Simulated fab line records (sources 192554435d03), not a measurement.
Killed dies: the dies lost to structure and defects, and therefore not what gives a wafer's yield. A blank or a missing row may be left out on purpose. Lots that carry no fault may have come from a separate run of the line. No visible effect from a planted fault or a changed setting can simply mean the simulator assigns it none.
Split-lot trial + flow n5_finfet + 21 wafers read from 7 lots, route of 1938 steps

## ON THE SPLIT
At N5_PASSIVATION_ETCH_15 (etches SiCN in CF4/N2, target depth 75 nm, time 81.2 s), the setting bias_w was moved away from the recipe's 70 W on 3 of the 21 wafers read, by -15.3% to +12.4%. For the rest of the wafers, this setting stayed at what the recipe calls for.

Reading taken at the split's own step.

## THE READING
rf_vpp_V, in V, at N5_PASSIVATION_ETCH_15 (etches SiCN in CF4/N2, target depth 75 nm, time 81.2 s). A value of 382.2 V with a standard deviation of 2 V is what fault-free wafers of this fab line usually give.

| wafer  | tool, chamber at the split | bias_w as run, W | against the recipe | rf_vpp_V, V | against lot-mates on the recipe |
|--------|----------------------------|------------------|--------------------|-------------|---------------------------------|
| L075.1 | rie_diel-05, 1             | 70               | recipe             | 379.2       | -                               |
| L075.3 | rie_diel-05, 0             | 70               | recipe             | 384.9       | -                               |
| L075.5 | rie_diel-05, 0             | 70               | recipe             | 383.4       | -                               |
| L078.3 | rie_diel-04, 2             | 78.67            | +12.4%             | 415.4       | +30.6                           |
| L078.4 | rie_diel-04, 1             | 70               | recipe             | 384.9       | -                               |
| L078.6 | rie_diel-04, 2             | 70               | recipe             | 384.6       | -                               |
| L083.4 | rie_diel-04, 3             | 70               | recipe             | 384.7       | -                               |
| L083.5 | rie_diel-04, 1             | 70               | recipe             | 386.1       | -                               |
| L083.6 | rie_diel-04, 2             | 70               | recipe             | 385.2       | -                               |
| L082.1 | rie_diel-01, 3             | 70               | recipe             | 382.5       | -                               |
| L082.3 | rie_diel-01, 0             | 70               | recipe             | 382.0       | -                               |
| L082.5 | rie_diel-01, 1             | 70               | recipe             | 380.1       | -                               |
| L084.1 | rie_diel-05, 1             | 61.71            | -11.8%             | 350.7       | -33.4                           |
| L084.4 | rie_diel-05, 0             | 70               | recipe             | 383.3       | -                               |
| L084.5 | rie_diel-05, 3             | 70               | recipe             | 384.9       | -                               |
| L087.1 | rie_diel-01, 2             | 70               | recipe             | 381.3       | -                               |
| L087.2 | rie_diel-01, 1             | 70               | recipe             | 379.8       | -                               |
| L087.4 | rie_diel-01, 0             | 70               | recipe             | 383.6       | -                               |
| L093.1 | rie_diel-01, 2             | 59.32            | -15.3%             | 342.8       | -38.8                           |
| L093.4 | rie_diel-01, 0             | 70               | recipe             | 384.5       | -                               |
| L093.5 | rie_diel-01, 2             | 70               | recipe             | 378.7       | -                               |

THE FIT
A straight line over all 21 wafers: rf_vpp_V changes by +2.65 V for each +1% of bias_w; r = +0.99; the points scatter about the line by 2.2 V.
The same after taking each lot's own level away (the mean of its wafers on the recipe; 21 wafers): +2.59 V for each +1%; r = +0.99; scatter 1.7 V.
The reading moves by 40 V for the largest change in bias_w, on that fit.
Measured against the standard deviation above, the lots' own levels, which go from 381.53 to 385.33 V, span 1.9 times it.
Hence the lot-to-lot level has little effect on the slope; both slopes agree.
Check: -40.5 V against its lot-mates is what the line predicts for one of the wafers moved furthest among these (-15.3%) when that wafer is left out of the fit. It came out at -38.8 V against them.
Tool readings at the split's step, against how far the setting was moved: rf_vpp_V r = +0.99.

## OTHER SPLITS APPLIED TO THESE WAFERS
These wafers also went through other splits before the reading. Each is held against what the fit with the lots' levels taken away leaves over:
| other split on the same wafers       | wafers away from the commonest value | r with rf_vpp_V (lot level and that fit taken away) |
|--------------------------------------|--------------------------------------|-----------------------------------------------------|
| N5_BEOL_M14_ILD_DEP_00 time_s        | 8                                    | -0.08                                               |
| N5_BEOL_M15_EXPOSE_25 dose_mj        | 9                                    | +0.08                                               |
| N5_BEOL_M15_TRENCH_ETCH_34 bias_w    | 7                                    | +0.00                                               |
| N5_PASSIVATION_PASS_ETCH_74 source_w | 9                                    | -0.13                                               |

## THE FILE'S OWN FIT
rf_vpp_V changes by +2.59 V for each +1% of bias_w, r = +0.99.
